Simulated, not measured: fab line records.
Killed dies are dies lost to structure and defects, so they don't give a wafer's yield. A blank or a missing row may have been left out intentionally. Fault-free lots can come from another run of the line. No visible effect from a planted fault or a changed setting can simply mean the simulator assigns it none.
A struck lot beside a sound one    flow nand_harc    14 steps out of a route of 1159
Sound: wafers L827.4, L827.5, L827.6. Wafers L821.2, L821.3, L821.5 were the ones struck. The cause is named last.
Order at every step that has rows: each side's tool, ch and its chambers, its first start. Under that, the readings that differ: sound wafers    struck wafers    difference of the means    sigmas: that difference in standard deviations of wafers without a fault.
alike: readings whose means differ by less than 2 such deviations, and words and numbers that are the same on both sides. not compared: withheld readings, readings that some wafer has no value for, bounds like >300 that may hide the same value, and numbers for which the record gives no deviation and whose values overlap.
Wherever a step has rows on one side only, a row that says differs or no value, or a row with sigmas, the two part there. When numbers do not overlap yet have no deviation, they are printed without sigmas and do not part them. A reading that every wafer of one side lacks parts them only if that side has two wafers or more.

NHARC_A_ZERO_WELL_INSPECT_17:
  struck on defect_inspect-02, day 9 21:23; sound on defect_inspect-01, day 10 21:46
  alike: raw_defect_count
then, 3 steps without rows for these wafers: NHARC_A_SOURCE_PLATE_PRECLEAN_00 (cleans in HF-LAST, time 60 s); NHARC_A_SOURCE_PLATE_SRD_01; NHARC_A_SOURCE_PLATE_OXIDE_02 (material SiO2, target thk 10 nm, ox time 1362 s).
NHARC_A_SOURCE_PLATE_THK_MEAS_09: measures by ellipsometry.
  struck on film_metro-01, day 10 04:19; sound on film_metro-02, day 11 05:12
  alike: thk_nm
then, 3 steps without rows for these wafers: NHARC_A_SOURCE_PLATE_PVD_04 (deposits WSi2, target thk 50 nm); NHARC_A_SOURCE_PLATE_CVD_03 (deposits poly-Si, target thk 200 nm, time 4000 s); NHARC_A_SOURCE_PLATE_ANNEAL_05 (time 1800 s).
NHARC_A_SOURCE_PLATE_THK_MEAS_06: measures by ellipsometry.
  struck on film_metro-02, day 10 17:25; sound on film_metro-02, day 11 19:18
reading      sound              struck             difference  sigmas
thk_nm (nm)  200.3 201.6 200.4  194.9 194.6 198.8  -4.7        -2
NHARC_A_SOURCE_PLATE_INSPECT_08:
  struck on defect_inspect-01, day 10 17:29; sound on defect_inspect-01, day 11 19:22
  alike: raw_defect_count
NHARC_A_ONON_D1_DEP_00: target thk 1000 nm.
  sound on pecvd_onon-03 ch 0, day 11 19:37; struck on pecvd_onon-02 ch 0, day 10 17:37
NHARC_A_ONON_D1_THK_MEAS_02: measures by ellipsometry.
  struck on film_metro-01, day 10 18:04; sound on film_metro-01, day 11 19:56
reading      sound        struck       difference  sigmas
thk_nm (nm)  995 996 996  904 905 906  -91         -9
following that, 1 step holds no rows for these wafers, namely NHARC_A_ONON_D1_DEP_03 (target thickness 1000 nm).
-- jump in the record: it breaks off in module A_ONON_D1 and resumes in module END (first step shown: number 1159 of the route), and 13 days separate the struck wafers' starts before and after --
NHARC_END_SORT_01:
  sound on prober-02 ch 0, day 24 04:17; struck on prober-02 ch 0, day 23 10:58
reading          sound     struck  difference  sigmas
killed_at_array  25 35 28  49      +20         +2
  alike: killed_at_other, killed_at_periphery, killed_dies, killed_open, killed_short

## WHERE THEY PART
First at NHARC_A_SOURCE_PLATE_THK_MEAS_06; last, within this record, at NHARC_END_SORT_01.

WHY: what had been put in by the simulator
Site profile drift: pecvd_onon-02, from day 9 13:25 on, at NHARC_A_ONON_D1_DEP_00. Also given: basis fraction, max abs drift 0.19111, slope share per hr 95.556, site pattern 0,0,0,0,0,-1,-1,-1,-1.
